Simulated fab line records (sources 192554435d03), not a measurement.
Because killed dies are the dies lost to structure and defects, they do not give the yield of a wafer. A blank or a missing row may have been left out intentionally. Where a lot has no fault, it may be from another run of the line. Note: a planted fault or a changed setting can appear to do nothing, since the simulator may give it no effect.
A struck lot beside a sound one | flow n5-finfet | 37 out of 1938 route steps
Sound: wafers L311.2, L311.3, L311.5. The struck wafers were L313.4, L313.5, L313.6. The cause is given at the end.
Each step with rows lists, per side, the tool, then ch with its chambers, then its first start. Under that, the readings that differ: sound wafers | struck wafers | difference of the means | sigmas: that difference in standard deviations of wafers without a fault.
alike: a reading whose means differ by less than 2 such deviations, as well as words and numbers matching on both sides. not compared: withheld readings; readings where some wafer has no value; bounds like >300 that might hide an equal value; numbers whose values overlap and for which the record gives no deviation.
A row with sigmas, a row that says differs or no value, or rows on one side alone: a step with any of these is where the two part. Non-overlapping numbers with no deviation appear without sigmas and do not part them. A reading missing from all wafers of one side parts the sides only when that side holds two or more wafers.

first, 12 steps without rows for these wafers: N5_MOL_CONTACT_COAG_PRECLEAN_111 (cleans in NF3:NH3, afs cycles 1, time 20 s, sublimation time 60 s); N5_MOL_CONTACT_COAG_TI_SIL_19 (material Ti, target thk 4.2 nm, time 15 s); N5_MOL_CONTACT_COAG_ALD_20 (deposits TiN, target thk 1.5 nm, pulse time 1 s, purge time 3 s); N5_MOL_CONTACT_COAG_SIL_ANNEAL_21 (time 60 s); N5_MOL_CONTACT_COAG_PRE_CLEAN_141 (time 60 s); N5_MOL_CONTACT_COAG_SPUTTER_143 (material Co, target thk 2.5 nm); N5_MOL_CONTACT_COAG_CO_FILL_22 (material Co, precursor CCTBA/H2, target thk 20 nm); N5_MOL_CONTACT_COAG_ANNEAL_113 (time 300 s); N5_MOL_CONTACT_COAG_PRE_CLEAN_142 (time 60 s); N5_MOL_CONTACT_COAG_SPUTTER_130 (material Co, target thk 47.5 nm); N5_MOL_CONTACT_COAG_PRECLEAN_125 (cleans in DIW, time 57.5 s); N5_MOL_CONTACT_COAG_SRD_126 (dry time 32 s).
N5_MOL_CONTACT_COAG_CMP_23: polishes, stops on SiO2, t overpolish 1.5 s, target thk 0 nm.
  sound on cmp-04 ch 0,1,2, day 6 21:10; struck on cmp-04 ch 0,1,2, day 7 19:43
  alike: motor-current-A, overpolish-run-s, time-to-endpoint-s
then, 23 steps without rows for these wafers: N5_MOL_CONTACT_COAG_WET_ETCH_26 (target Co, target depth 13 nm); N5_MOL_CONTACT_COAG_WET_ETCH_116 (etches the open film in SC1-inhibited, target depth 4.6 nm, rinse time 30 s); N5_MOL_CONTACT_COAG_ALD_27 (deposits SiOC, target thk 17 nm, pulse time 1.5 s, time 2720 s); N5_MOL_CONTACT_COAG_CMP_28 (polishes, stops on SiNx, t overpolish 0.85 s, target thk 14.522 nm); N5_MOL_CONTACT_COAG_ALD_123 (deposits SiNx, target thk 5 nm, pulse time 1 s, purge time 2 s); N5_MOL_CONTACT_COAG_PECVD_31 (deposits SiO2 from TEOS/O2, target thk 46 nm, time 8.9 s); N5_MOL_CONTACT_COAG_COAT_75 (time 60 s, resist thk 60 nm); N5_MOL_CONTACT_COAG_COAT_76 (time 60 s, resist thk 10 nm); N5_MOL_CONTACT_COAG_COAT_77 (time 60 s, resist thk 10 nm); N5_MOL_CONTACT_COAG_COAT_78 (resist thk 40 nm); N5_MOL_CONTACT_COAG_EBR_80; N5_MOL_CONTACT_COAG_SOFTBAKE_79 (time 60 s); N5_MOL_CONTACT_COAG_EXPOSE_81 (exposes mask VG, defocus 0 nm); N5_MOL_CONTACT_COAG_PEB_82 (peb time 60 s); N5_MOL_CONTACT_COAG_DEVELOP_83 (develop time 30 s); N5_MOL_CONTACT_COAG_DESCUM_88 (chemistry O2, time 7 s); N5_MOL_CONTACT_COAG_ETCH_89 (etches underlayer in N2/H2, target depth 13 nm, time 10.4 s); N5_MOL_CONTACT_COAG_ETCH_90 (etches SiARC in CF4, target depth 13 nm, time 21.7 s); N5_MOL_CONTACT_COAG_ALD_131 (deposits SiO2, target thk 5 nm, pulse time 1 s, co reactant pulse time 1 s); N5_MOL_CONTACT_COAG_ETCHBACK_132 (etches SiO2 in CHF3, target depth 10 nm, time 6.7 s); N5_MOL_CONTACT_COAG_ETCH_91 (etches SOC in N2/H2, target depth 60 nm, overetch 21 nm, time 101.2 s); N5_MOL_CONTACT_COAG_STRIP_92 (strips in N2/H2); N5_MOL_CONTACT_COAG_STRIP_93 (strips in N2/H2).
-- record jumps: 6 days separate the struck wafers' starts on either side; left off in module MOL_CONTACT_COAG, taken up again in module PASSIVATION, whose first shown step is the route's number 1936 --
N5_PASSIVATION_PROBE_49:
  record: rows for the struck wafers here (prober-01, day 14 06:04), none for the sound ones

== WHERE THEY PART ==
Only at N5_PASSIVATION_PROBE_49, as far as this record shows.

WHY: what the simulator had put in
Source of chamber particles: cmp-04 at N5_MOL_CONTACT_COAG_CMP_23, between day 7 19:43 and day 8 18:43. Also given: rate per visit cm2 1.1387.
